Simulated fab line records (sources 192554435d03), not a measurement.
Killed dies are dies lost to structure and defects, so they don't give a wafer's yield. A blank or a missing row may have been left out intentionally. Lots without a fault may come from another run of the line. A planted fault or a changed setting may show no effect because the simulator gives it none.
Which of the tools did it?	flow n5 finfet	24 lots with 72 wafers sampled at 6 steps, on a route of 1938 steps

## WHAT THE GAUGES READ, wafer by wafer
N5_BEOL_M12_CD_MEAS_28: target cd 160.2 nm.
lot	measured	on	cd nm (nm)
L075	day 11 04:50	cd sem-02	160.8 161.0 160.0
L074	day 11 05:23	cd sem-01	160.2 161.1 158.0
L076	day 11 12:21	cd sem-02	159.4 160.6 159.5
L077	day 12 00:13	cd sem-01	160.3 158.8 159.7
L078	day 12 07:32	cd sem-02	160.9 160.6 160.1
L080	day 12 13:43	cd sem-03	160.8 161.1 159.3
L079	day 12 23:38	cd sem-02	158.6 158.7 159.8
L081	day 13 01:05	cd sem-02	156.1 159.7 158.6
L083	day 13 02:29	cd sem-03	158.0 160.3 156.3
L082	day 13 09:54	cd sem-01	159.1 158.4 159.8
L084	day 13 22:40	cd sem-02	160.7 160.1 160.4
L085	day 14 04:44	cd sem-01	158.4 160.0 157.9
L086	day 14 05:05	cd sem-03	159.2 157.1 159.2
L089	day 14 12:39	cd sem-01	160.2 160.9 159.5
L088	day 14 16:08	cd sem-02	160.6 161.3 161.1
L087	day 14 20:38	cd sem-02	160.2 160.1 160.5
L091	day 14 22:11	cd sem-01	160.7 158.5 160.3
L090	day 14 23:18	cd sem-03	161.3 160.5 160.7
L092	day 15 14:43	cd sem-02	158.7 161.5 159.4
L094	day 15 15:44	cd sem-01	161.0 162.0 161.2
L093	day 15 16:31	cd sem-03	158.5 159.2 159.3
L095	day 16 13:25	cd sem-03	159.8 160.4 158.2
L096	day 16 14:07	cd sem-01	158.9 158.7 159.7
L097	day 17 05:08	cd sem-01	161.1 160.7 161.2

N5_BEOL_M13_INSPECT_55: inspects for defects (darkfield).
lot	measured	on	raw defect count
L075	day 11 14:59	defect inspect-01	10 34 60
L074	day 11 15:15	defect inspect-02	79 94 69
L076	day 12 04:16	defect inspect-02	49 77 61
L077	day 12 12:52	defect inspect-02	29 104 91
L078	day 12 17:22	defect inspect-02	75 45 52
L080	day 12 21:51	defect inspect-02	86 97 72
L079	day 13 10:34	defect inspect-02	99 95 108
L081	day 13 11:28	defect inspect-02	62 71 38
L083	day 13 17:45	defect inspect-01	62 67 113
L082	day 13 21:29	defect inspect-02	92 71 69
L084	day 14 09:05	defect inspect-01	70 75 41
L085	day 14 12:02	defect inspect-02	91 94 65
L086	day 14 15:31	defect inspect-02	57 55 86
L089	day 15 05:34	defect inspect-02	39 60 59
L088	day 15 06:07	defect inspect-02	59 102 64
L087	day 15 06:23	defect inspect-01	89 44 62
L091	day 15 07:20	defect inspect-01	56 82 46
L090	day 15 07:46	defect inspect-01	36 37 37
L092	day 16 04:36	defect inspect-02	74 84 68
L094	day 16 08:53	defect inspect-02	98 94 90
L093	day 16 10:14	defect inspect-02	82 94 86
L095	day 17 01:27	defect inspect-01	130 85 51
L096	day 17 00:45	defect inspect-01	52 70 65
L097	day 17 15:17	defect inspect-01	30 81 54

## EACH LOT AND THE TOOL THAT RAN IT (in order: tool; ch and the chambers of the sampled wafers; start)
lot	N5_BEOL_M12_ETCH_59	N5_BEOL_M12_VIA_ETCH_16	N5_BEOL_M12_STRIP_37	N5_BEOL_M12_SPUTTER_43
L075	rie diel-02 ch 1,2,3, day 11 03:56	rie diel-02 ch 1,2,3, day 11 03:59	plasma asher-02 ch 1, day 11 05:38	pvd sputter-03, day 11 08:31
L074	rie diel-05 ch 0,2,3, day 11 04:28	rie diel-05 ch 0,2,3, day 11 04:32	plasma asher-01 ch 0,1, day 11 06:14	pvd sputter-03, day 11 09:14
L076	rie diel-03 ch 0,2,3, day 11 11:26	rie diel-03 ch 0,2,3, day 11 11:29	plasma asher-02 ch 0,1, day 11 13:02	pvd sputter-02, day 11 19:46
L077	rie diel-02 ch 0,3, day 11 21:56	rie diel-02 ch 0,3, day 11 21:59	plasma asher-01 ch 0,1, day 12 02:47	pvd sputter-01, day 12 06:10
L078	rie diel-05 ch 1,3, day 12 06:37	rie diel-05 ch 1,3, day 12 06:40	plasma asher-02 ch 0,1, day 12 08:10	pvd sputter-03, day 12 11:20
L080	rie diel-02 ch 1,2, day 12 12:48	rie diel-02 ch 1,2, day 12 12:51	plasma asher-02 ch 0,1, day 12 14:23	pvd sputter-02, day 12 15:12
L079	rie diel-03 ch 1,2,3, day 12 22:50	rie diel-03 ch 1,2,3, day 12 22:53	plasma asher-01 ch 0,1, day 13 00:17	pvd sputter-01, day 13 03:57
L081	rie diel-03 ch 0,1,2, day 13 00:18	rie diel-03 ch 0,1,2, day 13 00:22	plasma asher-01 ch 0,1, day 13 02:04	pvd sputter-02, day 13 05:29
L083	rie diel-05 ch 0,2,3, day 13 01:20	rie diel-05 ch 0,2,3, day 13 01:24	plasma asher-01 ch 0,1, day 13 03:11	pvd sputter-02, day 13 06:17
L082	rie diel-05 ch 1,2, day 13 08:26	rie diel-05 ch 1,2, day 13 08:29	plasma asher-01 ch 1, day 13 10:32	pvd sputter-01, day 13 15:17
L084	rie diel-02 ch 0,1,2, day 13 21:44	rie diel-02 ch 0,1,2, day 13 21:48	plasma asher-01 ch 0,1, day 13 23:28	pvd sputter-01, day 14 01:20
L085	rie diel-02 ch 0,1,3, day 14 03:44	rie diel-02 ch 0,1,3, day 14 03:48	plasma asher-01 ch 0,1, day 14 05:22	pvd sputter-02, day 14 05:59
L086	rie diel-02 ch 0,1,3, day 14 04:01	rie diel-02 ch 0,1,3, day 14 04:04	plasma asher-01 ch 0,1, day 14 05:53	pvd sputter-01, day 14 09:11
L089	rie diel-03 ch 1,2,3, day 14 11:52	rie diel-03 ch 1,2,3, day 14 11:55	plasma asher-02 ch 0,1, day 14 13:46	pvd sputter-02, day 14 17:48
L088	rie diel-03 ch 0,1,2, day 14 15:13	rie diel-03 ch 0,1,2, day 14 15:16	plasma asher-02 ch 0,1, day 14 16:46	pvd sputter-02, day 14 18:07
L087	rie diel-02 ch 0,3, day 14 19:51	rie diel-02 ch 0,3, day 14 19:54	plasma asher-02 ch 0, day 14 21:17	pvd sputter-01, day 14 23:29
L091	rie diel-05 ch 1,2,3, day 14 21:24	rie diel-05 ch 1,2,3, day 14 21:27	plasma asher-02 ch 0, day 14 22:53	pvd sputter-02, day 14 23:37
L090	rie diel-05 ch 0,1,2, day 14 22:31	rie diel-05 ch 0,1,2, day 14 22:34	plasma asher-01 ch 0,1, day 15 00:01	pvd sputter-03, day 15 01:25
L092	rie diel-05 ch 1,2,3, day 15 13:55	rie diel-05 ch 1,2,3, day 15 13:58	plasma asher-01 ch 0,1, day 15 15:21	pvd sputter-01, day 15 22:01
L094	rie diel-02 ch 0,3, day 15 14:50	rie diel-02 ch 0,3, day 15 14:53	plasma asher-02 ch 0,1, day 15 16:23	pvd sputter-01, day 15 22:31
L093	rie diel-02 ch 0,2, day 15 15:44	rie diel-02 ch 0,2, day 15 15:47	plasma asher-02 ch 0,1, day 15 17:10	pvd sputter-01, day 15 22:55
L095	rie diel-03 ch 0,2, day 16 12:37	rie diel-03 ch 0,2, day 16 12:41	plasma asher-01 ch 0,1, day 16 14:03	pvd sputter-03, day 16 16:07
L096	rie diel-05 ch 0,1, day 16 13:04	rie diel-05 ch 0,1, day 16 13:07	plasma asher-01 ch 0,1, day 16 14:59	pvd sputter-02, day 16 16:07
L097	rie diel-05 ch 2,3, day 17 04:20	rie diel-05 ch 2,3, day 17 04:23	plasma asher-01 ch 0,1, day 17 06:11	pvd sputter-02, day 17 08:18
- N5_BEOL_M12_ETCH_59: etches BARC in N2/H2, target depth 89 nm, overetch 26.7 nm, time 67.9 s.
- N5_BEOL_M12_VIA_ETCH_16: etches SiOC in C4F8/O2/Ar, target depth 724.8 nm.
- N5_BEOL_M12_STRIP_37: strips in N2/H2.
- N5_BEOL_M12_SPUTTER_43: material TaN, target thk 15 nm, time 24.19 s.

## WHAT THE TOOLS THEMSELVES READ (means of the sampled wafers that have a number; where no wafer has one, the mark that the record gives instead)
N5_BEOL_M12_ETCH_59.
lot	tool	drypump motor current A (A)	n2 flow sccm (sccm)	oes product au (a.u.)	rf vpp V (V)	showerhead plenum p Torr (Torr)	throttle valve pct (%)
L075	rie diel-02	5.7	200.3	0.70	523.6	2.52	17.82
L074	rie diel-05	5.9	200.1	0.64	524.5	2.57	17.87
L076	rie diel-03	5.9	200.5	0.76	523.3	2.50	17.62
L077	rie diel-02	6.1	200.0	0.67	521.1	2.41	17.91
L078	rie diel-05	6.0	200.0	0.58	525.9	2.62	18.26
L080	rie diel-02	5.7	200.1	0.71	523.9	2.53	17.80
L079	rie diel-03	5.9	200.7	0.67	522.0	2.51	17.70
L081	rie diel-03	6.1	200.6	0.74	521.7	2.49	17.66
L083	rie diel-05	5.9	200.3	0.71	525.0	2.56	17.74
L082	rie diel-05	5.3	200.0	0.81	524.4	2.56	17.67
L084	rie diel-02	5.9	199.8	0.65	522.3	2.47	17.92
L085	rie diel-02	6.0	199.7	0.63	521.7	2.46	17.96
L086	rie diel-02	5.8	200.5	0.63	521.0	2.46	17.97
L089	rie diel-03	5.9	200.4	0.66	523.1	2.50	17.73
L088	rie diel-03	6.0	200.1	0.73	523.2	2.49	17.67
L087	rie diel-02	6.3	199.9	0.62	518.1	2.36	18.01
L091	rie diel-05	5.7	200.4	0.78	524.5	2.56	17.74
L090	rie diel-05	5.5	200.2	0.76	524.0	2.55	17.56
L092	rie diel-05	5.7	200.2	0.76	524.8	2.56	17.76
L094	rie diel-02	6.1	199.5	0.64	520.3	2.40	17.97
L093	rie diel-02	6.2	199.7	0.64	519.4	2.36	17.97
L095	rie diel-03	5.8	200.1	0.75	521.9	2.47	17.60
L096	rie diel-05	5.6	200.7	0.76	525.3	2.58	17.53
L097	rie diel-05	5.8	199.4	0.72	523.2	2.50	17.72

N5_BEOL_M12_VIA_ETCH_16.
lot	tool	drypump motor current A (A)	he outer torr (Torr)	oes product au (a.u.)	rf vpp V (V)	showerhead plenum p Torr (Torr)	throttle valve pct (%)
L075	rie diel-02	5.7	30.00	0.74	665	3.40	24.16
L074	rie diel-05	5.9	30.00	0.67	666	3.45	24.16
L076	rie diel-03	5.9	29.93	0.80	664	3.36	23.93
L077	rie diel-02	6.1	29.96	0.70	661	3.25	24.27
L078	rie diel-05	6.1	30.00	0.61	668	3.51	24.52
L080	rie diel-02	5.7	30.02	0.75	665	3.41	24.13
L079	rie diel-03	5.9	30.02	0.72	664	3.39	24.07
L081	rie diel-03	6.0	29.95	0.79	664	3.37	24.05
L083	rie diel-05	5.9	30.04	0.76	666	3.44	24.07
L082	rie diel-05	5.3	29.99	0.85	666	3.44	24.13
L084	rie diel-02	5.9	30.00	0.68	663	3.34	24.24
L085	rie diel-02	5.9	30.00	0.66	664	3.32	24.28
L086	rie diel-02	5.9	30.03	0.65	663	3.32	24.29
L089	rie diel-03	5.9	29.94	0.70	665	3.38	24.10
L088	rie diel-03	6.0	30.00	0.78	665	3.36	24.07
L087	rie diel-02	6.3	29.97	0.67	658	3.19	24.35
L091	rie diel-05	5.7	30.03	0.83	666	3.44	24.15
L090	rie diel-05	5.5	30.01	0.81	666	3.43	23.98
L092	rie diel-05	5.7	30.01	0.81	666	3.44	24.16
L094	rie diel-02	6.1	29.99	0.67	661	3.23	24.32
L093	rie diel-02	6.2	30.01	0.68	659	3.20	24.30
L095	rie diel-03	5.8	30.01	0.79	663	3.33	23.93
L096	rie diel-05	5.6	30.03	0.81	667	3.47	23.91
L097	rie diel-05	5.8	30.01	0.76	664	3.37	24.09

N5_BEOL_M12_STRIP_37.
lot	tool	drypump motor current A (A)	heater power w (W)	n2 flow sccm (sccm)	oes product au (a.u.)
L075	plasma asher-02	5.34	363	1747	0.789
L074	plasma asher-01	5.84	304	1749	0.785
L076	plasma asher-02	5.35	359	1744	0.793
L077	plasma asher-01	5.82	306	1754	0.793
L078	plasma asher-02	5.36	353	1752	0.803
L080	plasma asher-02	5.36	355	1755	0.785
L079	plasma asher-01	5.93	296	1746	0.796
L081	plasma asher-01	5.91	298	1754	0.791
L083	plasma asher-01	5.96	298	1749	0.795
L082	plasma asher-01	6.04	290	1747	0.791
L084	plasma asher-01	5.91	297	1749	0.791
L085	plasma asher-01	5.92	301	1756	0.793
L086	plasma asher-01	5.94	300	1749	0.782
L089	plasma asher-02	5.36	348	1746	0.792
L088	plasma asher-02	5.34	356	1746	0.784
L087	plasma asher-02	5.36	350	1762	0.794
L091	plasma asher-02	5.36	348	1749	0.792
L090	plasma asher-01	5.94	300	1752	0.794
L092	plasma asher-01	5.93	300	1749	0.785
L094	plasma asher-02	5.36	354	1752	0.782
L093	plasma asher-02	5.35	357	1751	0.794
L095	plasma asher-01	5.92	297	1744	0.802
L096	plasma asher-01	5.82	303	1746	0.784
L097	plasma asher-01	5.96	297	1751	0.797

N5_BEOL_M12_SPUTTER_43.
lot	tool	substrate temp c (C)	throttle valve pct (%)
L075	pvd sputter-03	50.00	28.5
L074	pvd sputter-03	50.06	29.5
L076	pvd sputter-02	50.03	29.8
L077	pvd sputter-01	50.07	30.5
L078	pvd sputter-03	50.09	29.4
L080	pvd sputter-02	50.04	28.7
L079	pvd sputter-01	50.00	28.7
L081	pvd sputter-02	50.01	30.2
L083	pvd sputter-02	50.14	30.1
L082	pvd sputter-01	50.10	30.4
L084	pvd sputter-01	50.11	30.6
L085	pvd sputter-02	49.93	29.3
L086	pvd sputter-01	49.97	29.2
L089	pvd sputter-02	50.00	29.1
L088	pvd sputter-02	49.99	30.4
L087	pvd sputter-01	49.93	29.5
L091	pvd sputter-02	50.07	29.4
L090	pvd sputter-03	50.07	30.7
L092	pvd sputter-01	49.97	29.6
L094	pvd sputter-01	50.01	29.9
L093	pvd sputter-01	50.12	30.8
L095	pvd sputter-03	50.06	29.6
L096	pvd sputter-02	50.01	31.2
L097	pvd sputter-02	49.95	28.7

## THE ANSWER, worked out from the rows above alone
Rule: the lots themselves supply what counts as usual. Put in order of their means at a reading, lots are off if they are a third of the lots or fewer, leave a main group of 4 or more, and stand apart from it by a gap of 3 or more times the standard deviation of the main group's means; of several such gaps the widest counts. If all means in a main group match to the digits the tables above print for the reading, that group is not used. Also off: a lot with no number at a reading for which 4 or more lots have one. All remaining lots with rows at the step are treated as sound. Order of review: gauges by route order, followed by the tools' own readings, for which a lot's mean as printed above is used. At the first step where some lot is off, the reading lying furthest off is the one used; lots without a number count as furthest.
Nothing can be told from this: no lot is off at any reading shown.

## WHAT THE SIMULATOR HAD INSERTED
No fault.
